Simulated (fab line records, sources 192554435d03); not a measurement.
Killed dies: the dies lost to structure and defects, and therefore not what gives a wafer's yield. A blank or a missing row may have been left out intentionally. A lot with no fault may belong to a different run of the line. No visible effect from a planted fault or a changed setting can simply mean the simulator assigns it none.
Struck lot and sound lot, side by side    flow n5 finfet    22 steps out of a route of 1938
Sound: these wafers, L366.1, L366.2, L366.3. Struck: wafers L356.3, L356.6 (left out: L356.1, a lot-mate that was not struck); the cause follows at the end.
Each step with rows lists, per side, the tool, then ch with its chambers, then its first start. Under that, the readings that differ: sound wafers    struck wafers    difference of the means    sigmas: that difference in standard deviations of wafers without a fault.
alike: a reading whose means differ by less than 2 such deviations, as well as words and numbers matching on both sides. not compared: withheld readings; readings where some wafer has no value; bounds like >300 that might hide an equal value; numbers whose values overlap and for which the record gives no deviation.
A row with sigmas, a row that says differs or no value, or rows on one side alone: a step with any of these is where the two part. When numbers do not overlap yet have no deviation, they are printed without sigmas and do not part them. A reading that every wafer of one side lacks parts them only if that side has two wafers or more.

first, 9 steps without rows for these wafers: N5_BEOL_M10_SOFTBAKE_06 (time 60 s); N5_BEOL_M10_EXPOSE_08 (exposes mask M10); N5_BEOL_M10_PEB_09 (peb time 60 s); N5_BEOL_M10_DEVELOP_10 (develop time 30 s); N5_BEOL_M10_DESCUM_16 (chemistry O2, time 7.9 s); N5_BEOL_M10_ETCH_61 (etches SiARC in CF4, target depth 39 nm, time 65 s); N5_BEOL_M10_ETCH_62 (etches SOC in N2/H2, target depth 110 nm, overetch 22 nm, time 165 s); N5_BEOL_M10_STRIP_68 (strips in N2/H2); N5_BEOL_M10_STRIP_67 (strips in CF4).
N5_BEOL_M10_HM_OPEN_17: chemistry Cl2/BCl3, target TiN, target depth 20 nm, overetch 6 nm.
  sound on rie metal-03 ch 0,1, day 15 14:20; struck on rie metal-01 ch 0, day 13 05:54
reading                      sound        struck   difference  sigmas
drypump motor current A (A)  5.7 5.4 5.7  6.8 6.8  +1.2        +2
  alike: bias w, he backside leak sccm, oes product au, rf fwd power W, throttle valve pct
  not compared: rf hours counter h
then, 9 steps without rows for these wafers: N5_BEOL_M10_STRIP_19 (strips in O2); N5_BEOL_M10_COAT_63 (time 60 s, resist thk 100 nm); N5_BEOL_M10_COAT_64 (time 60 s, resist thk 30 nm); N5_BEOL_M10_COAT_22 (resist thk 90 nm); N5_BEOL_M10_EBR_24; N5_BEOL_M10_SOFTBAKE_23 (time 60 s); N5_BEOL_M10_EXPOSE_25 (exposes mask V9); N5_BEOL_M10_PEB_26 (peb time 60 s); N5_BEOL_M10_DEVELOP_27 (develop time 30 s).
N5_BEOL_M10_INSPECT_30: inspects for defects (brightfield).
  sound: defect inspect-01 at day 15 15:25; struck: defect inspect-01 at day 13 07:34
reading           sound        struck   difference  sigmas
raw defect count  336 338 517  871 816  +446        +4
then, 1 step without rows for these wafers: N5_BEOL_M10_DESCUM_33 (chemistry O2, time 7.9 s).
-- here the record skips 2 days between the struck wafers' starts before and after, leaving off in module BEOL_M10 and picking up in module PASSIVATION (first step shown: number 1936 of the route) --
N5_PASSIVATION_PROBE_49:
  rows exist in the record for the struck wafers here (prober-02, day 15 10:47), but not for the sound ones

== WHERE THEY PART ==
Last at N5_PASSIVATION_PROBE_49 as far as this record goes, first at N5_BEOL_M10_HM_OPEN_17.

WHY: what the simulator had put in
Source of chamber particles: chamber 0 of rie metal-01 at N5_BEOL_M10_HM_OPEN_17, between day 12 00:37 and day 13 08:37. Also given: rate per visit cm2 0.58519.
